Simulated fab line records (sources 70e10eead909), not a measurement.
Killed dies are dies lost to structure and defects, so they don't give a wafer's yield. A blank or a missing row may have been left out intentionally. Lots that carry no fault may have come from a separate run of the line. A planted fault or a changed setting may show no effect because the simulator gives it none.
fab line records / flow nand_harc / part 2 of 2: steps 29 to 35 of 35
[record] lots = 5 wafers = 15 last_day = 34
route steps=1302 shown A_M1@1190 A_BONDPAD@1202
lots that met no fault: taken from a fault-free run of the same line
start_h: hours from the record's first day to the start of the lot's first wafer shown / wait_h: how many hours have passed since the lot's step before this one / " same as the row above / L1.1+2: several wafers, shown together as one row / - value missing, or start not given / * or withheld: withheld / < > ~ a bound
route shown NAME@n: a module of which the file shows steps, and the number in the route of the first / usual: average and standard deviation across the fault-free wafers / same: alike in all rows / chamber/n: place in a boat / sites: the reading at each site / _std_site: standard deviation across them / _edge_site: the outer-site mean with the inner-site mean subtracted / radius_mm: for every site, how far away it sits from the centre of the wafer / mask NAME#n: copy n / behind: tool/chamber where the wafer was last shaped / hold: cause of the lot's hold/its duration in hours/its outcome / device: transistor that didn't switch, given as n, p or np / end of line: tests run on the same wafers once the route is complete / a step given without rows: its recipe and nothing more / killed: not the wafer's yield, but the dies lost to structure and defects at the first sort / map: a wafer's dies, x killed, . not, _ none there
set.NAME: the setting the step ran with; set.NAME@STEP: the setting that earlier step ran with / model.NAME: the simulator's own value behind a step, which no gauge read
lots at selected steps of the route; one table per step, one row per wafer
services: the hour from which a tool's chamber was out of use, counted from the record's first day as start_h (under 0 if before that day), plus the number of hours and why
[[steps]]
[step NHARC_A_BONDPAD_ETCH_34]
[recipe] target_depth_a = 600 overetch_a = 180 time_s = 65.91 ion_energy_ev = 200 n2_flow_sccm = 150 h2_flow_sccm = 150 ar_flow_sccm = 0 rf_w = 400 bias_w = 150 chemistry = N2/H2
[usual] drypump_motor_current_A = 5.6/0.57 oes_product_au = 1.001/0.0095 rf_vpp_V = 431.5/3 showerhead_plenum_p_Torr = 2.07/0.1 throttle_valve_pct = 14.171/0.0099
lot.wafer=L086.4 tool=rie_diel-03 chamber=2 start_h=651.51 wait_h=0.1 drypump_motor_current_A=5.2 oes_product_au=1.000 rf_hours_counter_h=1 rf_vpp_V=433.2 showerhead_plenum_p_Torr=2.14 throttle_valve_pct=14.175
lot.wafer=L086.3 tool=rie_diel-03 chamber=3 start_h=651.51 wait_h=0.1 drypump_motor_current_A=5.7 oes_product_au=0.988 rf_hours_counter_h=1 rf_vpp_V=431.7 showerhead_plenum_p_Torr=2.10 throttle_valve_pct=14.180
lot.wafer=L086.6 tool=rie_diel-03 chamber=2 start_h=651.51 wait_h=0.1 drypump_motor_current_A=5.2 oes_product_au=0.993 rf_hours_counter_h=- rf_vpp_V=433.8 showerhead_plenum_p_Torr=2.14 throttle_valve_pct=14.169
lot.wafer=L088.1 tool=rie_diel-08 chamber=0 start_h=680.27 wait_h=0.1 drypump_motor_current_A=6.1 oes_product_au=1.018 rf_hours_counter_h=2 rf_vpp_V=426.5 showerhead_plenum_p_Torr=1.92 throttle_valve_pct=14.179
lot.wafer=L088.4 tool=rie_diel-08 chamber=2 start_h=680.27 wait_h=0.1 drypump_motor_current_A=4.7 oes_product_au=0.992 rf_hours_counter_h=2 rf_vpp_V=434.1 showerhead_plenum_p_Torr=2.15 throttle_valve_pct=14.162
lot.wafer=L088.6 tool=rie_diel-08 chamber=1 start_h=680.27 wait_h=0.1 drypump_motor_current_A=6.0 oes_product_au=1.001 rf_hours_counter_h=- rf_vpp_V=433.3 showerhead_plenum_p_Torr=2.11 throttle_valve_pct=14.171
lot.wafer=L090.4 tool=rie_diel-03 chamber=1 start_h=715.91 wait_h=0.1 drypump_motor_current_A=5.3 oes_product_au=1.012 rf_hours_counter_h=12 rf_vpp_V=434.7 showerhead_plenum_p_Torr=2.21 throttle_valve_pct=14.168
lot.wafer=L090.3 tool=rie_diel-03 chamber=2 start_h=715.91 wait_h=0.1 drypump_motor_current_A=5.2 oes_product_au=0.995 rf_hours_counter_h=12 rf_vpp_V=432.9 showerhead_plenum_p_Torr=2.13 throttle_valve_pct=14.174
lot.wafer=L090.1 tool=rie_diel-03 chamber=0 start_h=715.91 wait_h=0.1 drypump_motor_current_A=5.6 oes_product_au=0.988 rf_hours_counter_h=13 rf_vpp_V=432.1 showerhead_plenum_p_Torr=2.12 throttle_valve_pct=14.179
lot.wafer=L095.3 tool=rie_diel-05 chamber=1 start_h=729.50 wait_h=0.1 drypump_motor_current_A=5.3 oes_product_au=1.009 rf_hours_counter_h=48 rf_vpp_V=427.2 showerhead_plenum_p_Torr=1.90 throttle_valve_pct=14.169
lot.wafer=L095.1 tool=rie_diel-05 chamber=2 start_h=729.50 wait_h=0.1 drypump_motor_current_A=6.5 oes_product_au=0.995 rf_hours_counter_h=43 rf_vpp_V=434.7 showerhead_plenum_p_Torr=2.20 throttle_valve_pct=14.185
lot.wafer=L095.4 tool=rie_diel-05 chamber=3 start_h=729.50 wait_h=0.1 drypump_motor_current_A=5.1 oes_product_au=1.013 rf_hours_counter_h=39 rf_vpp_V=432.8 showerhead_plenum_p_Torr=2.07 throttle_valve_pct=14.165
lot.wafer=L097.3 tool=rie_diel-03 chamber=1 start_h=773.62 wait_h=0.1 drypump_motor_current_A=5.3 oes_product_au=1.019 rf_hours_counter_h=21 rf_vpp_V=435.6 showerhead_plenum_p_Torr=2.21 throttle_valve_pct=14.167
lot.wafer=L097.4 tool=rie_diel-03 chamber=2 start_h=773.62 wait_h=0.1 drypump_motor_current_A=5.2 oes_product_au=1.002 rf_hours_counter_h=19 rf_vpp_V=432.7 showerhead_plenum_p_Torr=2.13 throttle_valve_pct=14.161
lot.wafer=L097.6 tool=rie_diel-03 chamber=2 start_h=773.62 wait_h=0.1 drypump_motor_current_A=5.2 oes_product_au=1.000 rf_hours_counter_h=- rf_vpp_V=433.4 showerhead_plenum_p_Torr=2.13 throttle_valve_pct=14.183
[step NHARC_A_BONDPAD_ETCH_12]
[recipe] target_depth_a = 2200 time_s = 110 chf3_flow_sccm = 50 o2_flow_sccm = 10 ar_flow_sccm = 200 rf_w = 500 bias_w = 200 chemistry = CHF3/O2
[usual] chf3_flow_sccm = 50.01/0.15 drypump_motor_current_A = 5.7/0.57 oes_product_au = 0.946/0.024 rf_vpp_V = 371.3/2.7 showerhead_plenum_p_Torr = 2.43/0.11 throttle_valve_pct = 20.572/0.0092
lot.wafer=L086.3 tool=rie_diel-03 chamber=2 start_h=- wait_h=- chf3_flow_sccm=49.98 drypump_motor_current_A=5.2 oes_product_au=0.948 rf_hours_counter_h=1 rf_vpp_V=371.7 showerhead_plenum_p_Torr=2.51 throttle_valve_pct=20.582
lot.wafer=L086.4 tool=rie_diel-03 chamber=3 start_h=- wait_h=- chf3_flow_sccm=49.90 drypump_motor_current_A=5.6 oes_product_au=0.943 rf_hours_counter_h=1 rf_vpp_V=372.8 showerhead_plenum_p_Torr=2.46 throttle_valve_pct=20.586
lot.wafer=L086.6 tool=rie_diel-03 chamber=1 start_h=- wait_h=- chf3_flow_sccm=50.28 drypump_motor_current_A=5.3 oes_product_au=0.959 rf_hours_counter_h=- rf_vpp_V=375.5 showerhead_plenum_p_Torr=2.60 throttle_valve_pct=20.558
lot.wafer=L088.1 tool=rie_diel-08 chamber=1 start_h=- wait_h=- chf3_flow_sccm=49.91 drypump_motor_current_A=6.0 oes_product_au=0.960 rf_hours_counter_h=2 rf_vpp_V=373.7 showerhead_plenum_p_Torr=2.47 throttle_valve_pct=20.569
lot.wafer=L088.4 tool=rie_diel-08 chamber=2 start_h=- wait_h=- chf3_flow_sccm=50.06 drypump_motor_current_A=4.8 oes_product_au=0.956 rf_hours_counter_h=2 rf_vpp_V=372.7 showerhead_plenum_p_Torr=2.53 throttle_valve_pct=20.572
lot.wafer=L088.6 tool=rie_diel-08 chamber=3 start_h=- wait_h=- chf3_flow_sccm=49.81 drypump_motor_current_A=6.6 oes_product_au=0.961 rf_hours_counter_h=- rf_vpp_V=367.7 showerhead_plenum_p_Torr=2.33 throttle_valve_pct=20.582
lot.wafer=L090.4 tool=rie_diel-03 chamber=0 start_h=- wait_h=- chf3_flow_sccm=50.13 drypump_motor_current_A=5.6 oes_product_au=0.911 rf_hours_counter_h=13 rf_vpp_V=373.9 showerhead_plenum_p_Torr=2.49 throttle_valve_pct=20.582
lot.wafer=L090.1 tool=rie_diel-03 chamber=2 start_h=- wait_h=- chf3_flow_sccm=50.01 drypump_motor_current_A=5.2 oes_product_au=0.903 rf_hours_counter_h=12 rf_vpp_V=372.6 showerhead_plenum_p_Torr=2.51 throttle_valve_pct=20.575
lot.wafer=L090.3 tool=rie_diel-03 chamber=3 start_h=- wait_h=- chf3_flow_sccm=49.85 drypump_motor_current_A=5.7 oes_product_au=0.919 rf_hours_counter_h=12 rf_vpp_V=373.0 showerhead_plenum_p_Torr=2.46 throttle_valve_pct=20.557
lot.wafer=L095.4 tool=rie_diel-05 chamber=0 start_h=- wait_h=- chf3_flow_sccm=49.99 drypump_motor_current_A=5.6 oes_product_au=0.926 rf_hours_counter_h=44 rf_vpp_V=372.1 showerhead_plenum_p_Torr=2.54 throttle_valve_pct=20.581
lot.wafer=L095.1 tool=rie_diel-05 chamber=1 start_h=- wait_h=- chf3_flow_sccm=50.29 drypump_motor_current_A=5.3 oes_product_au=0.925 rf_hours_counter_h=48 rf_vpp_V=366.7 showerhead_plenum_p_Torr=2.25 throttle_valve_pct=20.572
lot.wafer=L095.3 tool=rie_diel-05 chamber=2 start_h=- wait_h=- chf3_flow_sccm=50.27 drypump_motor_current_A=6.5 oes_product_au=0.913 rf_hours_counter_h=43 rf_vpp_V=374.2 showerhead_plenum_p_Torr=2.58 throttle_valve_pct=20.574
lot.wafer=L097.3 tool=rie_diel-03 chamber=0 start_h=- wait_h=- chf3_flow_sccm=50.12 drypump_motor_current_A=5.6 oes_product_au=0.921 rf_hours_counter_h=24 rf_vpp_V=373.3 showerhead_plenum_p_Torr=2.49 throttle_valve_pct=20.576
lot.wafer=L097.4 tool=rie_diel-03 chamber=2 start_h=- wait_h=- chf3_flow_sccm=49.79 drypump_motor_current_A=5.2 oes_product_au=0.919 rf_hours_counter_h=19 rf_vpp_V=373.2 showerhead_plenum_p_Torr=2.50 throttle_valve_pct=20.575
lot.wafer=L097.6 tool=rie_diel-03 chamber=1 start_h=- wait_h=- chf3_flow_sccm=50.07 drypump_motor_current_A=5.3 oes_product_au=0.936 rf_hours_counter_h=- rf_vpp_V=375.4 showerhead_plenum_p_Torr=2.59 throttle_valve_pct=20.565
[step NHARC_A_BONDPAD_CD_MEAS_13]
[usual] cd_nm = 498.6/1.9
lot.wafer=L086.3 tool=cd_sem-01 chamber=- start_h=651.74 wait_h=- cd_nm=497.4
lot.wafer=L086.4 tool=cd_sem-01 chamber=- start_h=651.74 wait_h=- cd_nm=496.3
lot.wafer=L086.6 tool=cd_sem-01 chamber=- start_h=651.74 wait_h=- cd_nm=501.1
lot.wafer=L088.1 tool=cd_sem-02 chamber=- start_h=680.50 wait_h=- cd_nm=497.1
lot.wafer=L088.4 tool=cd_sem-02 chamber=- start_h=680.50 wait_h=- cd_nm=498.7
lot.wafer=L088.6 tool=cd_sem-02 chamber=- start_h=680.50 wait_h=- cd_nm=499.3
lot.wafer=L090.1 tool=cd_sem-01 chamber=- start_h=716.17 wait_h=- cd_nm=498.9
lot.wafer=L090.3 tool=cd_sem-01 chamber=- start_h=716.17 wait_h=- cd_nm=496.1
lot.wafer=L090.4 tool=cd_sem-01 chamber=- start_h=716.17 wait_h=- cd_nm=497.2
lot.wafer=L095.1 tool=cd_sem-02 chamber=- start_h=729.72 wait_h=- cd_nm=501.7
lot.wafer=L095.3 tool=cd_sem-02 chamber=- start_h=729.72 wait_h=- cd_nm=500.9
lot.wafer=L095.4 tool=cd_sem-02 chamber=- start_h=729.72 wait_h=- cd_nm=499.3
lot.wafer=L097.3 tool=cd_sem-02 chamber=- start_h=773.86 wait_h=- cd_nm=499.4
lot.wafer=L097.4 tool=cd_sem-02 chamber=- start_h=773.86 wait_h=- cd_nm=500.7
lot.wafer=L097.6 tool=cd_sem-02 chamber=- start_h=773.86 wait_h=- cd_nm=498.2
[step NHARC_A_BONDPAD_STRIP_15]
[recipe] o2_flow_sccm = 500 ar_flow_sccm = 0 bias_w = 0 chemistry = O2
[usual] drypump_motor_current_A = 5.7/0.55 oes_product_au = 1.000/0.0097 rf_vpp_V = 57.9/0.94 showerhead_plenum_p_Torr = 3.56/0.16 throttle_valve_pct = 17.036/0.0094
lot.wafer=L086.4 tool=rie_diel-08 chamber=0 start_h=651.81 wait_h=0.1 drypump_motor_current_A=6.1 oes_product_au=1.007 rf_hours_counter_h=2 rf_vpp_V=56.5 showerhead_plenum_p_Torr=3.34 throttle_valve_pct=17.036
lot.wafer=L086.3 tool=rie_diel-08 chamber=1 start_h=651.81 wait_h=0.1 drypump_motor_current_A=6.0 oes_product_au=0.997 rf_hours_counter_h=2 rf_vpp_V=57.1 showerhead_plenum_p_Torr=3.63 throttle_valve_pct=17.036
lot.wafer=L086.6 tool=rie_diel-08 chamber=1 start_h=651.81 wait_h=0.1 drypump_motor_current_A=6.0 oes_product_au=0.991 rf_hours_counter_h=- rf_vpp_V=56.9 showerhead_plenum_p_Torr=3.63 throttle_valve_pct=17.037
lot.wafer=L088.4 tool=rie_diel-08 chamber=1 start_h=680.58 wait_h=0.1 drypump_motor_current_A=6.0 oes_product_au=0.991 rf_hours_counter_h=2 rf_vpp_V=59.8 showerhead_plenum_p_Torr=3.63 throttle_valve_pct=17.032
lot.wafer=L088.1 tool=rie_diel-08 chamber=0 start_h=680.58 wait_h=0.1 drypump_motor_current_A=6.1 oes_product_au=1.006 rf_hours_counter_h=3 rf_vpp_V=56.8 showerhead_plenum_p_Torr=3.34 throttle_valve_pct=17.029
lot.wafer=L088.6 tool=rie_diel-08 chamber=1 start_h=680.58 wait_h=0.1 drypump_motor_current_A=6.0 oes_product_au=0.995 rf_hours_counter_h=- rf_vpp_V=57.3 showerhead_plenum_p_Torr=3.63 throttle_valve_pct=17.023
lot.wafer=L090.3 tool=rie_diel-08 chamber=3 start_h=716.24 wait_h=0.1 drypump_motor_current_A=6.6 oes_product_au=1.010 rf_hours_counter_h=4 rf_vpp_V=56.4 showerhead_plenum_p_Torr=3.43 throttle_valve_pct=17.036
lot.wafer=L090.1 tool=rie_diel-08 chamber=1 start_h=716.24 wait_h=0.1 drypump_motor_current_A=6.0 oes_product_au=1.000 rf_hours_counter_h=3 rf_vpp_V=58.3 showerhead_plenum_p_Torr=3.63 throttle_valve_pct=17.055
lot.wafer=L090.4 tool=rie_diel-08 chamber=2 start_h=716.24 wait_h=0.1 drypump_motor_current_A=4.7 oes_product_au=1.010 rf_hours_counter_h=3 rf_vpp_V=60.0 showerhead_plenum_p_Torr=3.71 throttle_valve_pct=17.031
lot.wafer=L095.1 tool=rie_diel-05 chamber=2 start_h=729.83 wait_h=0.1 drypump_motor_current_A=6.5 oes_product_au=0.995 rf_hours_counter_h=43 rf_vpp_V=57.7 showerhead_plenum_p_Torr=3.78 throttle_valve_pct=17.038
lot.wafer=L095.4 tool=rie_diel-05 chamber=3 start_h=729.83 wait_h=0.1 drypump_motor_current_A=5.2 oes_product_au=1.010 rf_hours_counter_h=39 rf_vpp_V=54.8 showerhead_plenum_p_Torr=3.58 throttle_valve_pct=17.031
lot.wafer=L095.3 tool=rie_diel-05 chamber=0 start_h=729.83 wait_h=0.1 drypump_motor_current_A=5.6 oes_product_au=1.003 rf_hours_counter_h=44 rf_vpp_V=58.9 showerhead_plenum_p_Torr=3.72 throttle_valve_pct=17.024
lot.wafer=L097.4 tool=rie_diel-08 chamber=2 start_h=773.92 wait_h=0.1 drypump_motor_current_A=4.7 oes_product_au=0.994 rf_hours_counter_h=1 rf_vpp_V=58.3 showerhead_plenum_p_Torr=3.71 throttle_valve_pct=17.045
lot.wafer=L097.3 tool=rie_diel-08 chamber=3 start_h=773.92 wait_h=0.1 drypump_motor_current_A=6.6 oes_product_au=1.002 rf_hours_counter_h=1 rf_vpp_V=57.1 showerhead_plenum_p_Torr=3.42 throttle_valve_pct=17.043
lot.wafer=L097.6 tool=rie_diel-08 chamber=3 start_h=773.92 wait_h=0.1 drypump_motor_current_A=6.6 oes_product_au=0.998 rf_hours_counter_h=- rf_vpp_V=57.7 showerhead_plenum_p_Torr=3.42 throttle_valve_pct=17.029
[step NHARC_A_BONDPAD_ETCH_24]
[recipe] target_depth_a = 300 over_etch_frac = 0.3 time_s = 72.99 ion_energy_ev = 150 cf4_flow_sccm = 50 n2_flow_sccm = 100 ar_flow_sccm = 150 rf_w = 300 bias_w = 100 chemistry = CF4/N2
[usual] drypump_motor_current_A = 5.7/0.56 oes_product_au = 1.000/0.0097 rf_vpp_V = 314.6/2.3 showerhead_plenum_p_Torr = 2.66/0.12 throttle_valve_pct = 19.794/0.0083
lot.wafer=L086.4 tool=rie_diel-08 chamber=2 start_h=- wait_h=- drypump_motor_current_A=4.8 oes_product_au=1.001 rf_hours_counter_h=2 rf_vpp_V=317.2 showerhead_plenum_p_Torr=2.76 throttle_valve_pct=19.808
lot.wafer=L086.3 tool=rie_diel-08 chamber=3 start_h=- wait_h=- drypump_motor_current_A=6.6 oes_product_au=1.009 rf_hours_counter_h=2 rf_vpp_V=312.9 showerhead_plenum_p_Torr=2.55 throttle_valve_pct=19.807
lot.wafer=L086.6 tool=rie_diel-08 chamber=1 start_h=- wait_h=- drypump_motor_current_A=5.9 oes_product_au=0.993 rf_hours_counter_h=- rf_vpp_V=315.2 showerhead_plenum_p_Torr=2.70 throttle_valve_pct=19.799
lot.wafer=L088.1 tool=rie_diel-08 chamber=0 start_h=- wait_h=- drypump_motor_current_A=6.1 oes_product_au=0.999 rf_hours_counter_h=3 rf_vpp_V=311.9 showerhead_plenum_p_Torr=2.48 throttle_valve_pct=19.799
lot.wafer=L088.4 tool=rie_diel-08 chamber=2 start_h=- wait_h=- drypump_motor_current_A=4.7 oes_product_au=0.982 rf_hours_counter_h=2 rf_vpp_V=315.6 showerhead_plenum_p_Torr=2.76 throttle_valve_pct=19.786
lot.wafer=L088.6 tool=rie_diel-08 chamber=0 start_h=- wait_h=- drypump_motor_current_A=6.1 oes_product_au=1.011 rf_hours_counter_h=- rf_vpp_V=310.4 showerhead_plenum_p_Torr=2.48 throttle_valve_pct=19.791
lot.wafer=L090.3 tool=rie_diel-08 chamber=2 start_h=- wait_h=- drypump_motor_current_A=4.7 oes_product_au=0.998 rf_hours_counter_h=3 rf_vpp_V=317.2 showerhead_plenum_p_Torr=2.76 throttle_valve_pct=19.803
lot.wafer=L090.4 tool=rie_diel-08 chamber=0 start_h=- wait_h=- drypump_motor_current_A=6.1 oes_product_au=1.018 rf_hours_counter_h=4 rf_vpp_V=311.6 showerhead_plenum_p_Torr=2.48 throttle_valve_pct=19.777
lot.wafer=L090.1 tool=rie_diel-08 chamber=1 start_h=- wait_h=- drypump_motor_current_A=6.0 oes_product_au=1.003 rf_hours_counter_h=4 rf_vpp_V=314.2 showerhead_plenum_p_Torr=2.70 throttle_valve_pct=19.780
lot.wafer=L095.3 tool=rie_diel-05 chamber=3 start_h=- wait_h=- drypump_motor_current_A=5.2 oes_product_au=1.001 rf_hours_counter_h=39 rf_vpp_V=316.2 showerhead_plenum_p_Torr=2.66 throttle_valve_pct=19.803
lot.wafer=L095.4 tool=rie_diel-05 chamber=0 start_h=- wait_h=- drypump_motor_current_A=5.6 oes_product_au=1.000 rf_hours_counter_h=44 rf_vpp_V=317.0 showerhead_plenum_p_Torr=2.77 throttle_valve_pct=19.792
lot.wafer=L095.1 tool=rie_diel-05 chamber=1 start_h=- wait_h=- drypump_motor_current_A=5.3 oes_product_au=0.996 rf_hours_counter_h=48 rf_vpp_V=312.1 showerhead_plenum_p_Torr=2.46 throttle_valve_pct=19.804
lot.wafer=L097.4 tool=rie_diel-08 chamber=1 start_h=- wait_h=- drypump_motor_current_A=6.0 oes_product_au=1.010 rf_hours_counter_h=1 rf_vpp_V=314.3 showerhead_plenum_p_Torr=2.70 throttle_valve_pct=19.793
lot.wafer=L097.3 tool=rie_diel-08 chamber=3 start_h=- wait_h=- drypump_motor_current_A=6.6 oes_product_au=1.001 rf_hours_counter_h=1 rf_vpp_V=311.6 showerhead_plenum_p_Torr=2.55 throttle_valve_pct=19.783
lot.wafer=L097.6 tool=rie_diel-08 chamber=1 start_h=- wait_h=- drypump_motor_current_A=6.0 oes_product_au=0.997 rf_hours_counter_h=- rf_vpp_V=317.9 showerhead_plenum_p_Torr=2.70 throttle_valve_pct=19.798
[step NHARC_A_BONDPAD_STRIP_16]
[recipe] time_s = 600 temp_c = 30 chemistry = post_etch_residue_remover
lot.wafer=L086.3+4+6 tool=wet_bench-10 chamber=4,5,0 start_h=652.09 wait_h=-
lot.wafer=L088.6+1+4 tool=wet_bench-08 chamber=0,1,2 start_h=680.87 wait_h=-
lot.wafer=L090.1+4+3 tool=wet_bench-10 chamber=7,1,2 start_h=716.55 wait_h=-
lot.wafer=L095.1+4+3 tool=wet_bench-10 chamber=2,5,6 start_h=730.21 wait_h=-
lot.wafer=L097.6+4+3 tool=wet_bench-10 chamber=1,2,4 start_h=774.21 wait_h=-
[step NHARC_A_BONDPAD_DEGAS_25]
[recipe] temp_c = 300 time_s = 60
[usual] heater_power_w = 458/37
lot.wafer=L086.3 tool=pvd_sputter-03 chamber=- start_h=652.38 wait_h=- heater_power_w=507
lot.wafer=L086.4 tool=pvd_sputter-03 chamber=- start_h=652.38 wait_h=- heater_power_w=405
lot.wafer=L086.6 tool=pvd_sputter-03 chamber=- start_h=652.38 wait_h=- heater_power_w=458
lot.wafer=L088.1 tool=pvd_sputter-02 chamber=- start_h=681.12 wait_h=- heater_power_w=500
lot.wafer=L088.4 tool=pvd_sputter-02 chamber=- start_h=681.12 wait_h=- heater_power_w=356
lot.wafer=L088.6 tool=pvd_sputter-02 chamber=- start_h=681.12 wait_h=- heater_power_w=444
lot.wafer=L090.3 tool=pvd_sputter-01 chamber=- start_h=716.83 wait_h=- heater_power_w=484
lot.wafer=L090.1 tool=pvd_sputter-01 chamber=- start_h=716.83 wait_h=- heater_power_w=479
lot.wafer=L090.4 tool=pvd_sputter-01 chamber=- start_h=716.83 wait_h=- heater_power_w=481
lot.wafer=L095.1 tool=pvd_sputter-01 chamber=- start_h=730.52 wait_h=- heater_power_w=468
lot.wafer=L095.4 tool=pvd_sputter-01 chamber=- start_h=730.52 wait_h=- heater_power_w=494
lot.wafer=L095.3 tool=pvd_sputter-01 chamber=- start_h=730.52 wait_h=- heater_power_w=471
lot.wafer=L097.4 tool=pvd_sputter-02 chamber=- start_h=774.47 wait_h=- heater_power_w=454
lot.wafer=L097.3 tool=pvd_sputter-02 chamber=- start_h=774.47 wait_h=- heater_power_w=436
lot.wafer=L097.6 tool=pvd_sputter-02 chamber=- start_h=774.47 wait_h=- heater_power_w=456
[[services]]
tool=litho_track-03 chamber=- start_h=625.00 hours=7.0 kind=pm
tool=pecvd-04 chamber=- start_h=631.35 hours=13.0 kind=pm
tool=cmp-02 chamber=- start_h=631.89 hours=4.0 kind=pm
tool=krf_scanner-03 chamber=- start_h=632.26 hours=0.2 kind=repair
tool=wet_bench-10 chamber=- start_h=634.10 hours=0.7 kind=repair
tool=rie_diel-03 chamber=- start_h=635.35 hours=9.0 kind=pm
tool=pvd_sputter-02 chamber=- start_h=638.00 hours=10.0 kind=pm
tool=wet_bench-08 chamber=- start_h=646.40 hours=8.0 kind=pm
tool=rie_diel-08 chamber=0 start_h=654.98 hours=3.4 kind=repair
tool=wet_bench-10 chamber=- start_h=663.23 hours=8.0 kind=pm
tool=rie_diel-08 chamber=2 start_h=665.65 hours=10.4 kind=repair
tool=cmp-02 chamber=- start_h=673.28 hours=0.2 kind=repair
tool=ecd_cu-01 chamber=- start_h=681.85 hours=2.9 kind=repair
tool=pvd_sputter-02 chamber=- start_h=692.67 hours=0.5 kind=repair
tool=pvd_sputter-01 chamber=- start_h=695.70 hours=0.7 kind=repair
tool=pvd_sputter-03 chamber=- start_h=704.02 hours=10.0 kind=pm
tool=rie_diel-03 chamber=2 start_h=716.99 hours=10.6 kind=repair
tool=rie_diel-08 chamber=- start_h=721.80 hours=9.0 kind=pm
tool=cmp-02 chamber=- start_h=729.89 hours=4.0 kind=pm
tool=krf_scanner-03 chamber=- start_h=740.00 hours=4.0 kind=pm
tool=rie_diel-05 chamber=2 start_h=740.63 hours=7.4 kind=repair
tool=litho_track-02 chamber=- start_h=752.00 hours=7.0 kind=pm
tool=rie_diel-05 chamber=- start_h=760.68 hours=9.0 kind=pm
tool=pvd_sputter-01 chamber=- start_h=763.03 hours=10.0 kind=pm
